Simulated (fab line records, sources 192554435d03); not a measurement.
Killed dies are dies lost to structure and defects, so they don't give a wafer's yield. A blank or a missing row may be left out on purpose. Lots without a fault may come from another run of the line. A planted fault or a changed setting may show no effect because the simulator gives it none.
Which tool did it? | flow n5_finfet | 24 lots, 72 wafers sampled, at 6 steps of a route of 1938

WHAT THE GAUGES READ, wafer by wafer
The record holds no reading of a measuring or inspecting step that can be judged against a usual standard deviation.

WHICH TOOL RAN EACH LOT (tool, then ch and the chambers of the sampled wafers, then the start)
lot  | N5_BEOL_M4_ANNEAL_82         | N5_BEOL_M4_SPUTTER_86        | N5_BEOL_M4_ANNEAL_87         | N5_BEOL_M4_ANNEAL_91         | N5_BEOL_M4_ANNEAL_93         | N5_BEOL_M4_CO_CAP_55
L074 | pvd_sputter-03, day 8 18:13  | pvd_sputter-03, day 8 18:22  | pvd_sputter-03, day 8 18:26  | pvd_sputter-03, day 8 18:53  | pvd_sputter-03, day 8 19:06  | cvd_co-02 ch 1,2, day 8 21:47
L075 | pvd_sputter-01, day 8 23:24  | pvd_sputter-01, day 8 23:32  | pvd_sputter-01, day 8 23:37  | pvd_sputter-01, day 9 00:04  | pvd_sputter-01, day 9 00:17  | cvd_co-01 ch 0,1,2, day 9 01:30
L076 | pvd_sputter-02, day 9 04:01  | pvd_sputter-02, day 9 04:10  | pvd_sputter-02, day 9 04:14  | pvd_sputter-02, day 9 04:41  | pvd_sputter-02, day 9 04:54  | cvd_co-01 ch 0,2, day 9 06:17
L078 | pvd_sputter-03, day 9 21:20  | pvd_sputter-03, day 9 21:28  | pvd_sputter-03, day 9 21:33  | pvd_sputter-03, day 9 21:59  | pvd_sputter-03, day 9 22:13  | cvd_co-02 ch 0,1,2, day 9 23:40
L077 | pvd_sputter-03, day 10 08:18 | pvd_sputter-03, day 10 08:26 | pvd_sputter-03, day 10 08:31 | pvd_sputter-03, day 10 08:58 | pvd_sputter-03, day 10 09:11 | cvd_co-01 ch 0,1,2, day 10 10:24
L080 | pvd_sputter-03, day 10 22:52 | pvd_sputter-03, day 10 23:00 | pvd_sputter-03, day 10 23:05 | pvd_sputter-03, day 10 23:31 | pvd_sputter-03, day 10 23:44 | cvd_co-01 ch 0,1,2, day 11 00:59
L079 | pvd_sputter-01, day 10 23:14 | pvd_sputter-01, day 10 23:22 | pvd_sputter-01, day 10 23:27 | pvd_sputter-01, day 10 23:53 | pvd_sputter-01, day 11 00:07 | cvd_co-02 ch 0,1,2, day 11 01:26
L081 | pvd_sputter-01, day 11 03:37 | pvd_sputter-01, day 11 03:45 | pvd_sputter-01, day 11 03:50 | pvd_sputter-01, day 11 04:16 | pvd_sputter-01, day 11 04:29 | cvd_co-01 ch 0,2, day 11 05:43
L082 | pvd_sputter-02, day 11 05:12 | pvd_sputter-02, day 11 05:20 | pvd_sputter-02, day 11 05:25 | pvd_sputter-02, day 11 05:52 | pvd_sputter-02, day 11 06:05 | cvd_co-02 ch 1,2, day 11 07:26
L083 | pvd_sputter-01, day 12 10:53 | pvd_sputter-01, day 12 11:01 | pvd_sputter-01, day 12 11:06 | pvd_sputter-01, day 12 11:32 | pvd_sputter-01, day 12 11:46 | cvd_co-01 ch 0,1, day 12 12:59
L084 | pvd_sputter-02, day 12 21:49 | pvd_sputter-02, day 12 21:58 | pvd_sputter-02, day 12 22:02 | pvd_sputter-02, day 12 22:29 | pvd_sputter-02, day 12 22:42 | cvd_co-02 ch 0,1, day 12 23:56
L085 | pvd_sputter-02, day 13 01:41 | pvd_sputter-02, day 13 01:49 | pvd_sputter-02, day 13 01:54 | pvd_sputter-02, day 13 02:20 | pvd_sputter-02, day 13 02:34 | cvd_co-02 ch 1,2, day 13 03:49
L086 | pvd_sputter-01, day 13 04:52 | pvd_sputter-01, day 13 05:00 | pvd_sputter-01, day 13 05:05 | pvd_sputter-01, day 13 05:31 | pvd_sputter-01, day 13 05:44 | cvd_co-01 ch 0,1,2, day 13 06:59
L088 | pvd_sputter-02, day 13 07:35 | pvd_sputter-02, day 13 07:43 | pvd_sputter-02, day 13 07:48 | pvd_sputter-02, day 13 08:14 | pvd_sputter-02, day 13 08:28 | cvd_co-01 ch 1,2, day 13 09:41
L087 | pvd_sputter-02, day 13 13:52 | pvd_sputter-02, day 13 14:00 | pvd_sputter-02, day 13 14:05 | pvd_sputter-02, day 13 14:31 | pvd_sputter-02, day 13 14:44 | cvd_co-01 ch 1,2, day 13 15:58
L089 | pvd_sputter-01, day 13 15:16 | pvd_sputter-01, day 13 15:25 | pvd_sputter-01, day 13 15:29 | pvd_sputter-01, day 13 15:56 | pvd_sputter-01, day 13 16:09 | cvd_co-01 ch 1,2, day 13 17:22
L090 | pvd_sputter-03, day 13 17:59 | pvd_sputter-03, day 13 18:07 | pvd_sputter-03, day 13 18:12 | pvd_sputter-03, day 13 18:38 | pvd_sputter-03, day 13 18:52 | cvd_co-02 ch 0,1,2, day 13 20:07
L092 | pvd_sputter-01, day 13 23:19 | pvd_sputter-01, day 13 23:28 | pvd_sputter-01, day 13 23:32 | pvd_sputter-01, day 13 23:59 | pvd_sputter-01, day 14 00:12 | cvd_co-01 ch 0,1,2, day 14 01:26
L094 | pvd_sputter-01, day 14 08:05 | pvd_sputter-01, day 14 08:13 | pvd_sputter-01, day 14 08:18 | pvd_sputter-01, day 14 08:44 | pvd_sputter-01, day 14 08:58 | cvd_co-01 ch 0,2, day 14 10:11
L091 | pvd_sputter-03, day 14 08:13 | pvd_sputter-03, day 14 08:21 | pvd_sputter-03, day 14 08:26 | pvd_sputter-03, day 14 08:52 | pvd_sputter-03, day 14 09:05 | cvd_co-02 ch 0,2, day 14 10:26
L095 | pvd_sputter-03, day 14 11:28 | pvd_sputter-03, day 14 11:37 | pvd_sputter-03, day 14 11:41 | pvd_sputter-03, day 14 12:08 | pvd_sputter-03, day 14 12:21 | cvd_co-01 ch 1,2, day 14 13:35
L093 | pvd_sputter-01, day 14 16:39 | pvd_sputter-01, day 14 16:47 | pvd_sputter-01, day 14 16:52 | pvd_sputter-01, day 14 17:19 | pvd_sputter-01, day 14 17:32 | cvd_co-02 ch 0,2, day 14 19:40
L096 | pvd_sputter-01, day 14 19:22 | pvd_sputter-01, day 14 19:31 | pvd_sputter-01, day 14 19:35 | pvd_sputter-01, day 14 20:02 | pvd_sputter-01, day 14 20:15 | cvd_co-01 ch 1,2, day 14 21:29
L097 | pvd_sputter-03, day 15 22:59 | pvd_sputter-03, day 15 23:08 | pvd_sputter-03, day 15 23:14 | pvd_sputter-03, day 15 23:44 | pvd_sputter-03, day 15 23:58 | cvd_co-01 ch 0,2, day 16 01:15
- N5_BEOL_M4_ANNEAL_82: time 240 s.
- N5_BEOL_M4_SPUTTER_86: material Cu, target thk 4.5 nm, time 8.29 s.
- N5_BEOL_M4_ANNEAL_87: time 240 s.
- N5_BEOL_M4_ANNEAL_91: time 240 s.
- N5_BEOL_M4_ANNEAL_93: time 240 s.
- N5_BEOL_M4_CO_CAP_55: material Co, precursor CCTBA/H2, target thk 2 nm, time 102.1 s.

WHAT THE TOOLS THEMSELVES READ (means of the sampled wafers that have a number; where no wafer has one, the mark that the record gives instead)
N5_BEOL_M4_ANNEAL_82.
lot  | tool           | heater_power_w (W)
L074 | pvd_sputter-03 | 816
L075 | pvd_sputter-01 | 802
L076 | pvd_sputter-02 | 906
L078 | pvd_sputter-03 | 835
L077 | pvd_sputter-03 | 912
L080 | pvd_sputter-03 | 854
L079 | pvd_sputter-01 | 796
L081 | pvd_sputter-01 | 856
L082 | pvd_sputter-02 | 887
L083 | pvd_sputter-01 | 792
L084 | pvd_sputter-02 | 919
L085 | pvd_sputter-02 | 883
L086 | pvd_sputter-01 | 810
L088 | pvd_sputter-02 | 894
L087 | pvd_sputter-02 | 901
L089 | pvd_sputter-01 | 841
L090 | pvd_sputter-03 | 790
L092 | pvd_sputter-01 | 862
L094 | pvd_sputter-01 | 810
L091 | pvd_sputter-03 | 804
L095 | pvd_sputter-03 | 853
L093 | pvd_sputter-01 | 795
L096 | pvd_sputter-01 | 787
L097 | pvd_sputter-03 | 786

N5_BEOL_M4_SPUTTER_86.
lot  | tool           | substrate_temp_c (C) | throttle_valve_pct (%)
L074 | pvd_sputter-03 | -19.98               | 29.2
L075 | pvd_sputter-01 | -19.94               | 30.8
L076 | pvd_sputter-02 | -19.96               | 29.7
L078 | pvd_sputter-03 | -20.05               | 30.2
L077 | pvd_sputter-03 | -20.17               | 30.0
L080 | pvd_sputter-03 | -20.05               | 29.9
L079 | pvd_sputter-01 | -20.11               | 29.9
L081 | pvd_sputter-01 | -20.02               | 29.8
L082 | pvd_sputter-02 | -19.90               | 30.1
L083 | pvd_sputter-01 | -20.14               | 28.8
L084 | pvd_sputter-02 | -20.01               | 29.8
L085 | pvd_sputter-02 | -20.04               | 29.4
L086 | pvd_sputter-01 | -20.04               | 29.5
L088 | pvd_sputter-02 | -20.07               | 29.5
L087 | pvd_sputter-02 | -20.06               | 29.4
L089 | pvd_sputter-01 | -19.90               | 29.8
L090 | pvd_sputter-03 | -20.00               | 29.7
L092 | pvd_sputter-01 | -19.99               | 29.6
L094 | pvd_sputter-01 | -20.04               | 30.3
L091 | pvd_sputter-03 | -20.00               | 29.2
L095 | pvd_sputter-03 | -19.92               | 29.9
L093 | pvd_sputter-01 | -20.00               | 29.7
L096 | pvd_sputter-01 | -19.94               | 29.8
L097 | pvd_sputter-03 | -19.93               | 29.8

N5_BEOL_M4_ANNEAL_87.
lot  | tool           | heater_power_w (W)
L074 | pvd_sputter-03 | 820
L075 | pvd_sputter-01 | 797
L076 | pvd_sputter-02 | 901
L078 | pvd_sputter-03 | 832
L077 | pvd_sputter-03 | 924
L080 | pvd_sputter-03 | 856
L079 | pvd_sputter-01 | 784
L081 | pvd_sputter-01 | 851
L082 | pvd_sputter-02 | 871
L083 | pvd_sputter-01 | 787
L084 | pvd_sputter-02 | 908
L085 | pvd_sputter-02 | 883
L086 | pvd_sputter-01 | 806
L088 | pvd_sputter-02 | 877
L087 | pvd_sputter-02 | 884
L089 | pvd_sputter-01 | 838
L090 | pvd_sputter-03 | 780
L092 | pvd_sputter-01 | 861
L094 | pvd_sputter-01 | 793
L091 | pvd_sputter-03 | 803
L095 | pvd_sputter-03 | 835
L093 | pvd_sputter-01 | 788
L096 | pvd_sputter-01 | 795
L097 | pvd_sputter-03 | 800

N5_BEOL_M4_ANNEAL_91.
lot  | tool           | heater_power_w (W)
L074 | pvd_sputter-03 | 800
L075 | pvd_sputter-01 | 801
L076 | pvd_sputter-02 | 894
L078 | pvd_sputter-03 | 837
L077 | pvd_sputter-03 | 924
L080 | pvd_sputter-03 | 844
L079 | pvd_sputter-01 | 794
L081 | pvd_sputter-01 | 829
L082 | pvd_sputter-02 | 875
L083 | pvd_sputter-01 | 803
L084 | pvd_sputter-02 | 910
L085 | pvd_sputter-02 | 880
L086 | pvd_sputter-01 | 816
L088 | pvd_sputter-02 | 900
L087 | pvd_sputter-02 | 900
L089 | pvd_sputter-01 | 854
L090 | pvd_sputter-03 | 782
L092 | pvd_sputter-01 | 852
L094 | pvd_sputter-01 | 792
L091 | pvd_sputter-03 | 810
L095 | pvd_sputter-03 | 843
L093 | pvd_sputter-01 | 785
L096 | pvd_sputter-01 | 794
L097 | pvd_sputter-03 | 782

N5_BEOL_M4_ANNEAL_93.
lot  | tool           | heater_power_w (W)
L074 | pvd_sputter-03 | 810
L075 | pvd_sputter-01 | 798
L076 | pvd_sputter-02 | 887
L078 | pvd_sputter-03 | 824
L077 | pvd_sputter-03 | 916
L080 | pvd_sputter-03 | 851
L079 | pvd_sputter-01 | 797
L081 | pvd_sputter-01 | 843
L082 | pvd_sputter-02 | 888
L083 | pvd_sputter-01 | 794
L084 | pvd_sputter-02 | 902
L085 | pvd_sputter-02 | 881
L086 | pvd_sputter-01 | 797
L088 | pvd_sputter-02 | 899
L087 | pvd_sputter-02 | 868
L089 | pvd_sputter-01 | 855
L090 | pvd_sputter-03 | 786
L092 | pvd_sputter-01 | 853
L094 | pvd_sputter-01 | 815
L091 | pvd_sputter-03 | 816
L095 | pvd_sputter-03 | 850
L093 | pvd_sputter-01 | 790
L096 | pvd_sputter-01 | 795
L097 | pvd_sputter-03 | 777

N5_BEOL_M4_CO_CAP_55.
lot  | tool      | heater_power_w (W)
L074 | cvd_co-02 | 246
L075 | cvd_co-01 | 240
L076 | cvd_co-01 | 252
L078 | cvd_co-02 | 243
L077 | cvd_co-01 | 246
L080 | cvd_co-01 | 244
L079 | cvd_co-02 | 243
L081 | cvd_co-01 | 256
L082 | cvd_co-02 | 243
L083 | cvd_co-01 | 232
L084 | cvd_co-02 | 233
L085 | cvd_co-02 | 247
L086 | cvd_co-01 | 240
L088 | cvd_co-01 | 241
L087 | cvd_co-01 | 243
L089 | cvd_co-01 | 244
L090 | cvd_co-02 | 242
L092 | cvd_co-01 | 239
L094 | cvd_co-01 | 254
L091 | cvd_co-02 | 245
L095 | cvd_co-01 | 244
L093 | cvd_co-02 | 251
L096 | cvd_co-01 | 241
L097 | cvd_co-01 | 253

THE ANSWER, worked out from the rows above alone
Rule: what is usual is taken from the lots themselves. Put in order of their means at a reading, lots are off if they are a third of the lots or fewer, leave a main group of 4 or more, and stand apart from it by a gap of 3 or more times the standard deviation of the main group's means; of several such gaps the widest counts. A main group whose means are all the same, to the digits that the tables above print for the reading, isn't used. A lot without any number at a reading at which 4 lots or more have one is off too. The other lots that the step has rows for count as sound. The gauges are gone through in route order, then the tools' own readings, and for those a lot's mean is taken as printed above. The first step at which some lot is off is used, and at that step the reading that is off furthest; a lot without a number counts as furthest.
No lot is off at any reading shown: from this, nothing can be told.

WHAT THE SIMULATOR HAD PUT IN
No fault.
